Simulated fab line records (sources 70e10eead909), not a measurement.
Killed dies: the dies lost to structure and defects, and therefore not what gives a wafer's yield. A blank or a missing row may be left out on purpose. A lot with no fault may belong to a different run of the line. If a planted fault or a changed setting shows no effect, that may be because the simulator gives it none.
Code-filled problem report in 8D (eight disciplines) form :: flow nandHarc :: the parts of the form that need people (team, actions taken, sign-off) are left out

== 1. THE ISSUE ==
At NHARC_END_SORT_01, killedAtPeriphery averages 643.0 over 6 wafers from 2 lots, while fault-free wafers read 3.4, standard deviation 2.7. So: +99 or more standard deviations from the usual mean.
Earliest sighting: wafer L481.1 on prober-02 at day 22 13:37. At this step, 36 wafers from 12 lots have a number in the record. Rule for "out" (also "out of limits"): further than 4 standard deviations from the usual mean. All remaining wafers that have a number are taken as sound.

== 2. WHAT IT IS; WHAT IT IS NOT ==
question: which readings at this step
is: killedAtPeriphery, defectLimitedYield, killedDies, sort_bin_2_pct, sortNPass, sortRimYieldPct, sortYieldPct
is not: killedAtArray, killedAtOther, killedOpen, killedShort, sort_bin_3_pct, sort_bin_4_pct

question: which lots
is: L477, L481
is not: L467, L469, L470, L472, L473, L475, L476, L486, L488, L489

question: which wafers of those lots
is: all that have a number
is not: -

question: read on which gauges
is: prober-02
is not: prober-01

question: when
is: from day 22 13:37
is not: up to then (21 sound wafers); but 9 sound wafers of L486, L488, L489 came after

== 3. SUSPECTS, AND WHAT RULES EACH OUT ==
Counting: a tool at a process step up to the reading stays a suspect if it ran every lot that is out and no sound lot after the first of them.
- the gauge at NHARC_END_SORT_01: kept. All the wafers that are out were read on prober-02, and no step on other tools shows them out.
- ecdCu-01 at NHARC_P_BONDPAD_ECD_18 (material Cu, target thk 400 nm): kept. It processed each lot that is out, first L477 at day 8 17:59, and no sound lot thereafter; up to then, the last sound lot it processed was L476 at day 8 16:47.
The count leaves prober-02 at NHARC_END_SORT_01 and ecdCu-01 at NHARC_P_BONDPAD_ECD_18.

== 4. THE CAUSE (what the simulator had put in) ==
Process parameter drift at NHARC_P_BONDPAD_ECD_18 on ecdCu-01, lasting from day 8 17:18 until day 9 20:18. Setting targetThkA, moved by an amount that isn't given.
This tool is one of the 2 suspects left after counting.

== 5. THE CHAIN OF EFFECTS, in route order ==
Each row: a reading whose mean over the struck wafers that have a number lies more than 3 standard deviations from the usual. Scope: only readings with a usual standard deviation given in the record; hours: median across lots of the time from each lot's start at the first step in this table that gives one to its start at this step; sigmas: change in usual standard deviations.
hours: 0
step: NHARC_END_SORT_01
reading: defectLimitedYield
usual: 95.3 %
on struck wafers: 1.1
change: -94.2
sigmas: -72

hours: 0
step: NHARC_END_SORT_01
reading: killedAtPeriphery
usual: 3.4
on struck wafers: 643.0
change: +639.6
sigmas: +99 or more

hours: 0
step: NHARC_END_SORT_01
reading: killedDies
usual: 32
on struck wafers: 670
change: +638
sigmas: +71

hours: 0
step: NHARC_END_SORT_01
reading: sort_bin_2_pct
usual: 1.5 %
on struck wafers: 95.7
change: +94.2
sigmas: +99 or more

hours: 0
step: NHARC_END_SORT_01
reading: sortNPass
usual: 645
on struck wafers: 7
change: -638
sigmas: -71

hours: 0
step: NHARC_END_SORT_01
reading: sortRimYieldPct
usual: 93 %
on struck wafers: 3
change: -90
sigmas: -27

hours: 0
step: NHARC_END_SORT_01
reading: sortYieldPct
usual: 95.3 %
on struck wafers: 1.1
change: -94.2
sigmas: -72

== 6. HOW IT WOULD HAVE BEEN CAUGHT EARLIER ==
332 hours passed between the start of the fault at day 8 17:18 and the first reading out of limits at a measuring or inspecting step in this record, taken at day 22 13:37.
Each of the lots that are out, 2 in all, had begun NHARC_P_BONDPAD_ECD_18 on ecdCu-01 no later than day 22 13:37. Tool hold at that time: it would have spared none of them.
